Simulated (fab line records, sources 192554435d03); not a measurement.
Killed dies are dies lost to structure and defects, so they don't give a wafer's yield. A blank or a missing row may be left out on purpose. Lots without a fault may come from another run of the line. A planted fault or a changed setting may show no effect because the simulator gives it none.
Which tool did it? | flow n5_finfet | 11 lots, 33 wafers sampled, at 3 steps of a route of 1938

WHAT THE GAUGES READ, wafer by wafer
N5_BEOL_M4_RC_MEAS_101.
lot  | measured     | on        | RS_NWELL (ohm/sq)
L268 | day 8 19:02  | prober-02 | 1030 1026 1038
L270 | day 9 08:14  | prober-02 | 1048 1039 1034
L271 | day 9 09:10  | prober-02 | 1036 1037 1037
L273 | day 10 15:43 | prober-01 | 914 909 906
L276 | day 10 10:07 | prober-02 | 1039 1036 1036
L277 | day 10 18:19 | prober-02 | 910 905 915
L280 | day 11 09:18 | prober-01 | 1036 1033 1029
L283 | day 12 14:08 | prober-02 | 1042 1042 1028
L288 | day 13 12:35 | prober-02 | 1033 1036 1038
L290 | day 14 04:28 | prober-01 | 1033 1044 1032

WHICH TOOL RAN EACH LOT (tool, then ch and the chambers of the sampled wafers, then the start)
lot  | N5_WELL_APT_IMPLANT_14         | N5_WELL_APT_DESCUM_30
L268 | implanter-02 ch 0, day 1 14:03 | rie_diel-01 ch 0,1,2, day 1 15:02
L270 | implanter-01 ch 0, day 2 02:01 | rie_diel-01 ch 0,1,3, day 2 03:22
L271 | implanter-01 ch 0, day 2 07:56 | rie_diel-05 ch 0,1,2, day 2 08:57
L273 | implanter-01 ch 0, day 2 20:08 | rie_diel-02 ch 0,1,3, day 2 21:34
L275 | implanter-01 ch 0, day 3 07:56 | rie_diel-02 ch 0,2, day 3 08:56
L276 | implanter-02 ch 0, day 3 13:52 | rie_diel-01 ch 1,2, day 3 14:53
L277 | implanter-01 ch 0, day 3 20:13 | rie_diel-02 ch 0,3, day 3 21:22
L280 | implanter-02 ch 0, day 4 13:56 | rie_diel-01 ch 0,1, day 4 15:17
L283 | implanter-02 ch 0, day 5 07:56 | rie_diel-02 ch 0,3, day 5 09:12
L288 | implanter-02 ch 0, day 6 13:49 | rie_diel-02 ch 0,1, day 6 15:14
L290 | implanter-02 ch 0, day 7 02:01 | rie_diel-02 ch 1,2,3, day 7 03:10
- N5_WELL_APT_IMPLANT_14
- N5_WELL_APT_DESCUM_30: chemistry O2, time 7.9 s.

THE ANSWER, worked out from the rows above alone
Rule: what is usual is taken from the lots themselves. Put in order of their means at a reading, lots are off if they are a third of the lots or fewer, leave a main group of 4 or more, and stand apart from it by a gap of 3 or more times the standard deviation of the main group's means; of several such gaps the widest counts. A main group whose means are all the same, to the digits that the tables above print for the reading, isn't used. A lot without any number at a reading at which 4 lots or more have one is off too. The other lots that the step has rows for count as sound.
Off: L273, L277, at N5_BEOL_M4_RC_MEAS_101 (RS_NWELL). The main group: mean 1036 ohm/sq, standard deviation 2.6. Neither off nor sound, because the step has no rows for them: L275.
A tool fits if, at a process step before that reading, it ran every lot that is off, and no sound lot after the first of them. The gauges at N5_BEOL_M4_RC_MEAS_101 are tried like those tools. One fits: implanter-01 at N5_WELL_APT_IMPLANT_14. Its last sound lot is L271 (day 2 07:56), its first lot that is off L273 (day 2 20:08): a fault that began between those two fits.

WHAT THE SIMULATOR HAD PUT IN
Process parameter drift: implanter-01, from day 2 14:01 on, at N5_WELL_APT_IMPLANT_14. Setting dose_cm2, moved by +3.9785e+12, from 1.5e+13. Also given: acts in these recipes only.
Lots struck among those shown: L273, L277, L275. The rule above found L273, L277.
